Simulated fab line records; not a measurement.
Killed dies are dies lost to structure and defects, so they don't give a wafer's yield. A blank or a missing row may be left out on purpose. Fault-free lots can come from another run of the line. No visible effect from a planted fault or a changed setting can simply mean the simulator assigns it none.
Code-filled problem report in 8D (eight disciplines) form ; flow nand_harc ; the parts of the form that need people (team, actions taken, sign-off) are left out

1. WHAT IS WRONG
thk_nm at NHARC_P_M0_THK_MEAS_24 reads a mean of 29.8 nm on 6 wafers of 2 lots; wafers without a fault read 117.6 nm with a standard deviation of 1.5. Measured from the usual mean, that is -59 standard deviations.
The step: measures by xrf.
The first sign was on wafer L381.1 at day 12 22:50, on film_metro-01. Wafers with a number at this step in the record: 33, from 11 lots. Rule for "out", or "out of limits": more than 4 standard deviations from the usual mean. The other wafers with a number count as sound.

2. WHAT IT IS AND WHAT IT IS NOT
question;is;is not
which readings at this step;thk_nm;-
which lots;L381, L382;L366, L367, L368, L376, L383, L384, L385, L386, L388
which wafers of those lots;all that have a number;-
read on which gauges;film_metro-01, film_metro-02;-
when;from day 12 22:50;"up to then (12 sound wafers); but 15 sound wafers of L383, L384, L385, L386, L388 came after"

3. THE SUSPECTS, EACH WITH WHAT RULES IT OUT
Counting: a tool at any process step up to the reading remains a suspect when it ran all the lots that are out and ran no sound lot after the first of those.
- ruled out: the gauge at NHARC_P_M0_THK_MEAS_24. The wafers that are out were read on 2 gauges (film_metro-01, film_metro-02).
- ecd_cu-01 at NHARC_P_M0_ECD_22 (material Cu, target thk 400 nm): ruled out as a lasting fault. Sound lots L383, L384, L386, L388 ran on it after its first lot that is out, L381 (day 12 21:48).
Left after counting: nothing in the record.

4. THE CAUSE (what the simulator had put in)
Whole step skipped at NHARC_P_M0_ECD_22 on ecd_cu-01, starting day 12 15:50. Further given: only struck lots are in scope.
Counting ruled it out, wrongly: the rule takes a fault to strike every lot that its tool runs from its start on, and this one did not.

5. THE EFFECT CHAIN, in route order
Each row: a reading whose mean over the struck wafers that have a number lies more than 3 standard deviations from the usual. Only readings for which the record gives a usual standard deviation are gone through. hours: the time from each lot's start at the first step in this table that gives one to its start at this step, as a median over the lots. sigmas: the change in usual standard deviations.
hours;step;reading;usual;on struck wafers;change;sigmas
0;NHARC_P_M0_CMP_23;time_to_endpoint_s;28.4 s;1.3;-27.1;-10
0;NHARC_P_M0_THK_MEAS_24;thk_nm;117.6 nm;29.8;-87.8;-59
439;NHARC_END_SORT_01;defect_limited_yield;91.5 %;0.0;-91.5;-38
439;NHARC_END_SORT_01;killed_at_periphery;3.9;622.3;+618.4;+99 or more
439;NHARC_END_SORT_01;killed_dies;57;677;+620;+39
439;NHARC_END_SORT_01;sort_bin_2_pct;3.0 %;94.1;+91.1;+76
439;NHARC_END_SORT_01;sort_n_pass;620;0;-620;-39
439;NHARC_END_SORT_01;sort_rim_yield_pct;89 %;0;-89;-21
439;NHARC_END_SORT_01;sort_yield_pct;91.5 %;0.0;-91.5;-38
It contains these process steps:
- NHARC_P_M0_CMP_23: polishes, t overpolish 20 s, target thk 117.54 nm.
Readings that are blank on the struck wafers while sound wafers have them: bath_heat_duty_pct at NHARC_P_M0_ECD_22; bath_temp_c at NHARC_P_M0_ECD_22.
At these later measuring or inspecting steps, every struck wafer for which the step has a row has a number for every such reading, and none has moved that far: NHARC_P_M0_INSPECT_27.

6. WHAT WOULD HAVE CAUGHT IT SOONER
Counted from the fault's start at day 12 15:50, it took 7 hours until the first out-of-limits reading at a measuring or inspecting step in this record, taken at day 12 22:50.
At NHARC_P_M0_ECD_22 the tool's readings are blank on the struck wafers, where sound wafers have them: an empty tool record is the first sign, and it was there at once.
